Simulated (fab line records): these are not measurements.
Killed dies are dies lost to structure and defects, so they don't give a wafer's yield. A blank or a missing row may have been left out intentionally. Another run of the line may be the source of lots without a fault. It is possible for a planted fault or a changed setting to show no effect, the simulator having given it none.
fab line records + flow n5-finfet
record
- lots=10
- wafers=30
- last-day=18
route steps=1938 shown BEOL_M14@1757 BEOL_M15@1785 PASSIVATION@1936
lots that met no fault: taken from a fault-free run of the same line
start-h: hours from the record's first day to the start of the lot's first wafer shown + wait-h: hours from the lot's prior step to this one + " unchanged from the row above + L1.1+2: several wafers, shown together as one row + - no value, or no start was given + * or withheld: withheld + < > ~ a bound
route shown NAME@n: names a module that has steps shown in the file, with the first one's number in the route + usual: mean/standard deviation of fault-free wafers + same: alike in all rows + chamber/n: place in a boat + sites: per-site readings + _std_site: the standard deviation of these + _edge_site: inner sites' mean taken away from outer sites' mean + radius-mm: for every site, how far away it sits from the centre of the wafer + mask NAME#n: copy n + behind: the most recent tool/chamber to have shaped the wafer + hold: what put the lot on hold/how long, in hours/how the hold closed + device: whichever transistor did not switch (one of n, p or np) + end of line: the tests these same wafers got at the end of their route + step lacking rows: just its recipe + killed: count of dies lost to structure and defects at first sort (not the wafer's yield) + map: shows each die of a wafer: x if killed, . if not, _ if none is there
set.NAME: the setting as run; set.NAME@STEP: as run at that earlier step + model.NAME: the simulator's own value behind a step, which no gauge read
the route's steps for a sample of lots (tables are steps, rows are wafers)
services: a tool's chamber out of use, with start hour (start-h, from the record's first day; less than 0 if before it), hours out, and reason
## steps
# step N5_BEOL_M14_ETCH_38
# recipe
- chemistry=CF4/N2
- target=SiCN
- target-depth-a=1065
- taper-deg=2
- time-s=120.6
- ion-energy-ev=150
- mask-material=SiO2
- pressure-mtorr=40
- source-w=430
- bias-w=70
- Ar_flow_sccm=100
- cf4-flow-sccm=60
- n2-flow-sccm=60
# usual
- drypump-motor-current-A=5.7/0.42
- oes-product-au=0.82/0.095
- rf-fwd-power-W=428.5/1.3
- rf-vpp-V=382.7/2.3
- showerhead-plenum-p-Torr=2.22/0.088
- throttle-valve-pct=15.42/0.2
| lot.wafer | tool        | chamber | start-h | wait-h | drypump-motor-current-A | oes-product-au | rf-fwd-power-W | rf-hours-counter-h | rf-vpp-V | showerhead-plenum-p-Torr | throttle-valve-pct |
|-----------|-------------|---------|---------|--------|-------------------------|----------------|----------------|--------------------|----------|--------------------------|--------------------|
| L788.1    | rie-diel-03 | 0       | -       | -      | 5.4                     | 0.69           | 428.4          | 214                | 380.2    | 2.10                     | 15.56              |
| L788.2    | "           | 3       | "       | "      | 6.6                     | 0.78           | 428.9          | 109                | 384.4    | 2.30                     | 15.28              |
| L788.6    | "           | 0       | "       | "      | 5.4                     | 0.69           | 428.9          | -                  | 378.8    | 2.10                     | 15.58              |
| L792.2    | rie-diel-03 | 1       | -       | -      | 5.7                     | 0.94           | 425.9          | 26                 | 383.8    | 2.26                     | 15.45              |
| L792.3    | "           | 2       | "       | "      | 5.7                     | 0.86           | 428.2          | 52                 | 385.9    | 2.34                     | 15.48              |
| L792.4    | "           | 0       | "       | "      | 5.4                     | 0.69           | 429.9          | 222                | 379.5    | 2.10                     | 15.60              |
| L791.3    | rie-diel-06 | 1       | -       | -      | 5.5                     | 0.85           | 427.8          | 53                 | 381.3    | 2.14                     | 14.99              |
| L791.4    | "           | 2       | "       | "      | 5.3                     | 0.87           | 429.6          | 34                 | 384.1    | 2.24                     | 15.19              |
| L791.6    | "           | 1       | "       | "      | 5.5                     | 0.84           | 426.9          | -                  | 380.0    | 2.14                     | 15.02              |
| L793.2    | rie-diel-01 | 3       | -       | -      | 5.5                     | 0.69           | 426.7          | 242                | 380.5    | 2.16                     | 15.52              |
| L793.5    | "           | 3       | "       | "      | 5.5                     | 0.68           | 428.5          | -                  | 383.0    | 2.16                     | 15.51              |
| L793.6    | "           | 0       | "       | "      | 5.5                     | 0.68           | 428.3          | -                  | 384.2    | 2.27                     | 15.58              |
| L794.1    | rie-diel-06 | 1       | -       | -      | 5.5                     | 0.83           | 429.3          | 61                 | 379.9    | 2.14                     | 15.03              |
| L794.4    | "           | 0       | "       | "      | 6.5                     | 0.72           | 430.6          | 178                | 379.0    | 2.12                     | 15.58              |
| L794.5    | "           | 0       | "       | "      | 6.5                     | 0.72           | 430.7          | -                  | 380.2    | 2.12                     | 15.57              |
| L799.1    | rie-diel-01 | 2       | -       | -      | 5.8                     | 0.92           | 428.1          | 11                 | 379.7    | 2.17                     | 15.21              |
| L799.5    | "           | 1       | "       | "      | 5.3                     | 0.93           | 428.5          | -                  | 385.1    | 2.35                     | 15.59              |
| L799.6    | "           | 2       | "       | "      | 5.8                     | 0.92           | 428.4          | -                  | 381.7    | 2.17                     | 15.22              |
| L800.1    | rie-diel-03 | 1       | -       | -      | 5.7                     | 0.91           | 428.7          | 42                 | 382.4    | 2.26                     | 15.49              |
| L800.3    | "           | 2       | "       | "      | 5.7                     | 0.82           | 427.9          | 74                 | 386.3    | 2.33                     | 15.53              |
| L800.6    | "           | 1       | "       | "      | 5.7                     | 0.91           | 427.3          | -                  | 383.3    | 2.26                     | 15.52              |
| L802.2    | rie-diel-03 | 3       | -       | -      | 6.6                     | 0.75           | 427.6          | 141                | 383.5    | 2.29                     | 15.34              |
| L802.5    | "           | 3       | "       | "      | 6.6                     | 0.76           | 429.7          | -                  | 383.5    | 2.29                     | 15.35              |
| L802.6    | "           | 0       | "       | "      | 5.3                     | 0.68           | 430.0          | -                  | 379.2    | 2.09                     | 15.61              |
| L804.1    | rie-diel-03 | 2       | -       | -      | 5.7                     | 0.81           | 428.6          | 82                 | 383.8    | 2.33                     | 15.56              |
| L804.2    | "           | 1       | "       | "      | 5.7                     | 0.91           | 430.0          | 51                 | 384.3    | 2.26                     | 15.51              |
| L804.3    | "           | 3       | "       | "      | 6.6                     | 0.75           | 428.4          | 145                | 385.0    | 2.29                     | 15.37              |
| L810.2    | rie-diel-01 | 3       | -       | -      | 5.4                     | 0.88           | 427.3          | 22                 | 380.8    | 2.15                     | 15.06              |
| L810.3    | "           | 1       | "       | "      | 5.3                     | 0.89           | 427.3          | 49                 | 385.8    | 2.34                     | 15.65              |
| L810.5    | "           | 1       | "       | "      | 5.4                     | 0.89           | 429.6          | -                  | 385.6    | 2.34                     | 15.64              |
# step N5_BEOL_M14_DEP_53
# recipe
- material=SiCN
- target-thk-a=500
- temp-c=withheld
- precursor=3MS/NH3
- pressure-torr=3
- rf-w=675
- time-s=17.8
# usual
- rf-fwd-power-W=667/3.9
- showerhead-plenum-p-Torr=4.158/0.026
- showerhead-vpp-V=1722/110
- throttle-valve-pct=18.3/1.2
| lot.wafer | tool     | chamber | start-h | wait-h | rf-fwd-power-W | showerhead-plenum-p-Torr | showerhead-vpp-V | throttle-valve-pct |
|-----------|----------|---------|---------|--------|----------------|--------------------------|------------------|--------------------|
| L788.1    | pecvd-04 | 2       | 277.66  | 0.0    | 667            | 4.135                    | 1607             | 16.9               |
| L788.2    | "        | 0       | "       | "      | 674            | 4.188                    | 1808             | 18.0               |
| L788.6    | "        | 2       | "       | "      | 668            | 4.138                    | 1585             | 16.7               |
| L792.2    | pecvd-01 | 1       | 296.88  | 0.0    | 662            | 4.181                    | 1655             | 17.4               |
| L792.3    | "        | 1       | "       | "      | 666            | 4.186                    | 1626             | 17.4               |
| L792.4    | "        | 0       | "       | "      | 661            | 4.162                    | 1734             | 21.9               |
| L791.3    | pecvd-03 | 0       | 297.20  | 0.0    | 668            | 4.185                    | 1640             | 19.3               |
| L791.4    | "        | 2       | "       | "      | 668            | 4.173                    | 1768             | 17.6               |
| L791.6    | "        | 1       | "       | "      | 663            | 4.115                    | 1625             | 18.8               |
| L793.2    | pecvd-03 | 2       | 305.71  | 0.0    | 669            | 4.179                    | 1775             | 17.6               |
| L793.5    | "        | 2       | "       | "      | 668            | 4.180                    | 1732             | 17.6               |
| L793.6    | "        | 1       | "       | "      | 659            | 4.106                    | 1596             | 18.9               |
| L794.1    | pecvd-01 | 1       | 322.85  | 0.0    | 666            | 4.178                    | 1629             | 17.6               |
| L794.4    | "        | 2       | "       | "      | 666            | 4.162                    | 1681             | 17.9               |
| L794.5    | "        | 1       | "       | "      | 666            | 4.179                    | 1638             | 17.4               |
| L799.1    | pecvd-03 | 1       | 352.06  | 0.0    | 661            | 4.116                    | 1627             | 18.8               |
| L799.5    | "        | 1       | "       | "      | 660            | 4.108                    | 1590             | 18.9               |
| L799.6    | "        | 0       | "       | "      | 668            | 4.205                    | 1623             | 19.3               |
| L800.1    | pecvd-04 | 0       | 353.14  | 0.0    | 670            | 4.185                    | 1801             | 18.1               |
| L800.3    | "        | 0       | "       | "      | 668            | 4.193                    | 1852             | 18.1               |
| L800.6    | "        | 1       | "       | "      | 668            | 4.157                    | 1856             | 18.4               |
| L802.2    | pecvd-03 | 0       | 363.41  | 0.0    | 664            | 4.196                    | 1623             | 19.1               |
| L802.5    | "        | 0       | "       | "      | 664            | 4.186                    | 1647             | 19.5               |
| L802.6    | "        | 1       | "       | "      | 661            | 4.105                    | 1611             | 18.8               |
| L804.1    | pecvd-04 | 1       | 374.00  | 0.0    | 666            | 4.148                    | 1902             | 18.1               |
| L804.2    | "        | 2       | "       | "      | 671            | 4.120                    | 1556             | 16.9               |
| L804.3    | "        | 0       | "       | "      | 670            | 4.185                    | 1815             | 17.9               |
| L810.2    | pecvd-04 | 1       | 419.05  | 0.0    | 666            | 4.146                    | 1911             | 18.1               |
| L810.3    | "        | 0       | "       | "      | 674            | 4.190                    | 1825             | 17.9               |
| L810.5    | "        | 2       | "       | "      | 671            | 4.132                    | 1593             | 17.0               |
# step N5_BEOL_M15_INSPECT_12
# recipe
- mode=adi
- inspect-instrument=macro
# usual
- raw-defect-count=2.0/1.2
| lot.wafer | tool              | chamber | start-h | wait-h | raw-defect-count |
|-----------|-------------------|---------|---------|--------|------------------|
| L788.1    | defect-inspect-02 | -       | 278.52  | 0.0    | 3                |
| L788.2    | "                 | -       | "       | "      | 2                |
| L788.6    | "                 | -       | "       | "      | 0                |
| L792.2    | defect-inspect-02 | -       | 297.75  | 0.0    | 2                |
| L792.3    | "                 | -       | "       | "      | 1                |
| L792.4    | "                 | -       | "       | "      | 1                |
| L791.3    | defect-inspect-01 | -       | 298.06  | 0.0    | 4                |
| L791.4    | "                 | -       | "       | "      | 4                |
| L791.6    | "                 | -       | "       | "      | 0                |
| L793.2    | defect-inspect-01 | -       | 306.58  | 0.0    | 3                |
| L793.5    | "                 | -       | "       | "      | 3                |
| L793.6    | "                 | -       | "       | "      | 4                |
| L794.1    | defect-inspect-01 | -       | 323.71  | 0.0    | 3                |
| L794.4    | "                 | -       | "       | "      | 0                |
| L794.5    | "                 | -       | "       | "      | 1                |
| L799.1    | defect-inspect-01 | -       | 352.91  | 0.0    | 4                |
| L799.5    | "                 | -       | "       | "      | 3                |
| L799.6    | "                 | -       | "       | "      | 1                |
| L800.1    | defect-inspect-02 | -       | 354.02  | 0.0    | 1                |
| L800.3    | "                 | -       | "       | "      | 3                |
| L800.6    | "                 | -       | "       | "      | 3                |
| L802.2    | defect-inspect-01 | -       | 364.27  | 0.0    | 1                |
| L802.5    | "                 | -       | "       | "      | 3                |
| L802.6    | "                 | -       | "       | "      | 0                |
| L804.1    | defect-inspect-02 | -       | 374.74  | 0.0    | 1                |
| L804.2    | "                 | -       | "       | "      | 2                |
| L804.3    | "                 | -       | "       | "      | 4                |
| L810.2    | defect-inspect-02 | -       | 420.10  | 0.0    | 2                |
| L810.3    | "                 | -       | "       | "      | 3                |
| L810.5    | "                 | -       | "       | "      | 1                |
# step N5_BEOL_M15_STRIP_63
# recipe
- chemistry=O2
- power-w=600
- temp-c=60
- pressure-mtorr=30
- rf-frequency-hz=6e+07
- bias-power-w=0
- overash-fraction=0.3
- o2-flow-sccm=225
# usual
- bias-power-w=0/0
- chamber-pressure-mTorr=30.00/0.042
- drypump-motor-current-A=5.7/0.45
- oes-product-au=0.81/0.087
- rf-vpp-V=3.7/0.66
- showerhead-plenum-p-Torr=2.11/0.085
- throttle-valve-pct=16.74/0.23
| lot.wafer | tool        | chamber | start-h | wait-h | bias-power-w | chamber-pressure-mTorr | drypump-motor-current-A | oes-product-au | rf-hours-counter-h | rf-vpp-V | showerhead-plenum-p-Torr | throttle-valve-pct |
|-----------|-------------|---------|---------|--------|--------------|------------------------|-------------------------|----------------|--------------------|----------|--------------------------|--------------------|
| L788.1    | rie-diel-05 | 1       | 278     | -      | 0            | 29.99                  | 6.3                     | 0.69           | 215                | 4.0      | 2.08                     | 17.03              |
| L788.2    | "           | 2       | "       | "      | 0            | 29.99                  | 5.5                     | 0.79           | 116                | 4.0      | 2.02                     | 16.74              |
| L788.6    | "           | 2       | "       | "      | 0            | 30.05                  | 5.5                     | 0.79           | -                  | 3.7      | 2.02                     | 16.75              |
| L792.2    | rie-diel-02 | 1       | 298     | -      | 0            | 30.03                  | 5.1                     | 0.87           | 48                 | 4.8      | 2.04                     | 16.68              |
| L792.3    | "           | 2       | "       | "      | 0            | 29.96                  | 5.8                     | 0.83           | 69                 | 3.7      | 2.21                     | 16.62              |
| L792.4    | "           | 0       | "       | "      | 0            | 30.04                  | 5.8                     | 0.70           | 228                | 3.2      | 2.08                     | 17.06              |
| L791.3    | rie-diel-02 | 1       | 298     | -      | 0            | 30.03                  | 5.1                     | 0.86           | 48                 | 4.4      | 2.03                     | 16.67              |
| L791.4    | "           | 3       | "       | "      | 0            | 29.89                  | 5.7                     | 0.86           | 58                 | 4.1      | 2.04                     | 16.66              |
| L791.6    | "           | 0       | "       | "      | 0            | 29.99                  | 5.7                     | 0.69           | -                  | 3.1      | 2.08                     | 17.04              |
| L793.2    | rie-diel-04 | 2       | 306     | -      | -            | -                      | -                       | -              | -                  | -        | -                        | -                  |
| L793.5    | "           | 0       | "       | "      | -            | -                      | -                       | -              | -                  | -        | -                        | -                  |
| L793.6    | "           | 3       | "       | "      | -            | -                      | -                       | -              | -                  | -        | -                        | -                  |
| L794.1    | rie-diel-02 | 0       | 324     | -      | -            | -                      | -                       | -              | -                  | -        | -                        | -                  |
| L794.4    | "           | 1       | "       | "      | -            | -                      | -                       | -              | -                  | -        | -                        | -                  |
| L794.5    | "           | 0       | "       | "      | -            | -                      | -                       | -              | -                  | -        | -                        | -                  |
| L799.1    | rie-diel-04 | 1       | 353     | -      | 0            | 29.93                  | 5.2                     | 0.94           | 21                 | 3.0      | 2.04                     | 16.43              |
| L799.5    | "           | 1       | "       | "      | 0            | 29.99                  | 5.2                     | 0.94           | -                  | 3.1      | 2.04                     | 16.44              |
| L799.6    | "           | 2       | "       | "      | 0            | 30.02                  | 6.2                     | 0.78           | -                  | 4.0      | 2.19                     | 16.86              |
| L800.1    | rie-diel-05 | 0       | 354     | -      | 0            | 29.98                  | 5.3                     | 0.92           | 18                 | 4.4      | 2.22                     | 16.43              |
| L800.3    | "           | 3       | "       | "      | 0            | 30.03                  | 5.9                     | 0.80           | 97                 | 2.9      | 2.21                     | 16.59              |
| L800.6    | "           | 1       | "       | "      | 0            | 29.96                  | 6.3                     | 0.68           | -                  | 3.7      | 2.07                     | 17.07              |
| L802.2    | rie-diel-05 | 1       | 364     | -      | 0            | 30.03                  | 6.3                     | 0.67           | 244                | 3.8      | 2.07                     | 17.05              |
| L802.5    | "           | 3       | "       | "      | 0            | 30.00                  | 5.9                     | 0.79           | -                  | 3.2      | 2.20                     | 16.57              |
| L802.6    | "           | 2       | "       | "      | 0            | 29.97                  | 5.5                     | 0.75           | -                  | 2.8      | 2.01                     | 16.82              |
| L804.1    | rie-diel-02 | 3       | 375     | -      | 0            | 30.06                  | 5.7                     | 0.83           | 86                 | 3.5      | 2.03                     | 16.74              |
| L804.2    | "           | 2       | "       | "      | 0            | 30.02                  | 5.9                     | 0.79           | 87                 | 4.1      | 2.21                     | 16.63              |
| L804.3    | "           | 1       | "       | "      | 0            | 29.99                  | 5.1                     | 0.84           | 74                 | 4.1      | 2.03                     | 16.75              |
| L810.2    | rie-diel-05 | 0       | 420     | -      | 0            | 29.95                  | 5.4                     | 0.88           | 36                 | 2.5      | 2.22                     | 16.47              |
| L810.3    | "           | 1       | "       | "      | 0            | 30.01                  | 6.3                     | 0.98           | 3                  | 3.4      | 2.07                     | 16.58              |
| L810.5    | "           | 0       | "       | "      | 0            | 29.98                  | 5.4                     | 0.89           | -                  | 4.0      | 2.22                     | 16.46              |
# step N5_PASSIVATION_PROBE_49
# usual
- defect-limited-yield=91.1/1.5
- killed_at_M0_to_M3=33/9.9
- killed_at_M4_up=14/5.2
- killed-at-contacts=12/6.7
- killed-at-front-end=43/13
- killed-at-other=3.4/2.7
- killed-dies=105/17
- killed-open=69/13
- killed-short=33/7.5
- sort_bin_5_function=5.2/0.91
- sort_bin_6_memory=3.3/0.71
- sort-n-pass=1075/17
- sort-yield-pct=91.1/1.5
# same
- gross-dies=1180
- killed-at-back-side=0
- sort_bin_4_leakage[%]=0
- sort_bin_8_speed[%]=0
| lot.wafer | tool      | chamber | start-h | wait-h | defect-limited-yield[%] | killed_at_M0_to_M3 | killed_at_M4_up | killed-at-contacts | killed-at-front-end | killed-at-other | killed-dies | killed-open | killed-short | sort_bin_5_function[%] | sort_bin_6_memory[%] | sort-n-pass | sort-yield-pct[%] |
|-----------|-----------|---------|---------|--------|-------------------------|--------------------|-----------------|--------------------|---------------------|-----------------|-------------|-------------|--------------|------------------------|----------------------|-------------|-------------------|
| L804.1    | prober-02 | -       | 397.43  | 0.0    | 89.9                    | 46                 | 14              | 6                  | 50                  | 3               | 119         | 79          | 39           | 6.3                    | 3.6                  | 1061        | 89.9              |
| L804.2    | prober-02 | -       | 397.48  | 0.1    | 88.1                    | 36                 | 12              | 12                 | 78                  | 3               | 141         | 91          | 48           | 6.4                    | 5.2                  | 1039        | 88.1              |
| L804.3    | prober-02 | -       | 397.53  | 0.1    | 89.2                    | 27                 | 12              | 18                 | 70                  | 1               | 128         | 85          | 41           | 6.4                    | 4.1                  | 1052        | 89.2              |
# killed by level:class
L804.1 BEOL_M3:geometric-particle:open=19 FIN_SAQP:geometric-particle:open=16 FIN_SAQP:geometric-particle:short=11 BEOL_M0_SAQP:geometric-particle:short=8 MOL_CONTACT_COAG:geometric-particle:open=6 BEOL_M0_SAQP:geometric-particle:open=6 STI_FIN_REVEAL:geometric-particle:open=5 BEOL_M0:geometric-particle:open=5
L804.2 FIN_SAQP:geometric-particle:open=22 FIN_SAQP:geometric-particle:short=18 STI_FIN_REVEAL:geometric-particle:open=12 BEOL_M0_SAQP:geometric-particle:open=8 BEOL_M3:geometric-particle:open=8 MOL_CONTACT_COAG:geometric-particle:open=7 BEOL_M0_SAQP:geometric-particle:short=6 MOL_CONTACT_COAG:geometric-particle:short=5
L804.3 FIN_SAQP:geometric-particle:open=27 FIN_SAQP:geometric-particle:short=13 STI_FIN_REVEAL:geometric-particle:open=10 MOL_CONTACT_COAG:geometric-particle:open=10 BEOL_M0_SAQP:geometric-particle:short=9 MOL_CONTACT_COAG:geometric-particle:short=7 GATE_CUT:geometric-particle:short=4 GATE_CUT:geometric-particle:open=4
## services
| tool        | chamber | start-h | hours | kind                          |
|-------------|---------|---------|-------|-------------------------------|
| rie-diel-02 | 3       | 253.47  | 2.3   | repair                        |
| rie-diel-06 | 2       | 254.76  | 7.2   | repair                        |
| pecvd-01    | -       | 256.66  | 1.3   | repair                        |
| rie-diel-05 | 0       | 273.24  | -     | clean                         |
| rie-diel-05 | 0       | 273.24  | -     | consumable-replace:focus-ring |
| rie-diel-05 | 0       | 273.24  | -     | consumable-replace:showerhead |
| pecvd-01    | 2       | 293.32  | 26.4  | repair                        |
| rie-diel-03 | 1       | 331.23  | 10.9  | repair                        |
| pecvd-01    | -       | 340.65  | 9.4   | repair                        |
| rie-diel-01 | 0       | 343.61  | 9.4   | repair                        |
| pecvd-04    | 2       | 349.70  | 5.5   | scheduled-down                |
| rie-diel-04 | 3       | 352.37  | 5.9   | repair                        |
| rie-diel-01 | 1       | 360.24  | 5.1   | repair                        |
| rie-diel-06 | -       | 364.60  | 2.4   | repair                        |
| rie-diel-03 | 0       | 368.14  | -     | clean                         |
| rie-diel-03 | 0       | 368.14  | -     | consumable-replace:focus-ring |
| rie-diel-03 | 0       | 368.14  | -     | consumable-replace:showerhead |
| rie-diel-03 | 0       | 368.14  | 16.1  | scheduled-down                |
| rie-diel-03 | 0       | 368.14  | 16.1  | vent-cycle                    |
| rie-diel-05 | 3       | 368.86  | 6.4   | repair                        |
| rie-diel-05 | -       | 372.88  | 0.2   | repair                        |
| rie-diel-05 | 0       | 381.64  | 1.3   | repair                        |
| rie-diel-04 | 3       | 406.27  | 3.4   | repair                        |
| rie-diel-05 | 3       | 419.07  | 2.9   | repair                        |
## key
first-sign
- step=N5_BEOL_M15_STRIP_63
- reading=tool-record
- direction=missing
effect none on later readings
met-at N5_BEOL_M15_STRIP_63
struck-lots L793,L794
not-acting-at N5_BEOL_M14_ETCH_38,N5_BEOL_M14_DEP_53,N5_BEOL_M15_INSPECT_12
onset-between 298 306
fault
- kind=skipped-step-whole
- tool=rie-diel-02,rie-diel-04,rie-diel-05
- chamber=-
- onset-h=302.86
- steps=N5_BEOL_M15_STRIP_63
- scope=struck-lots-only
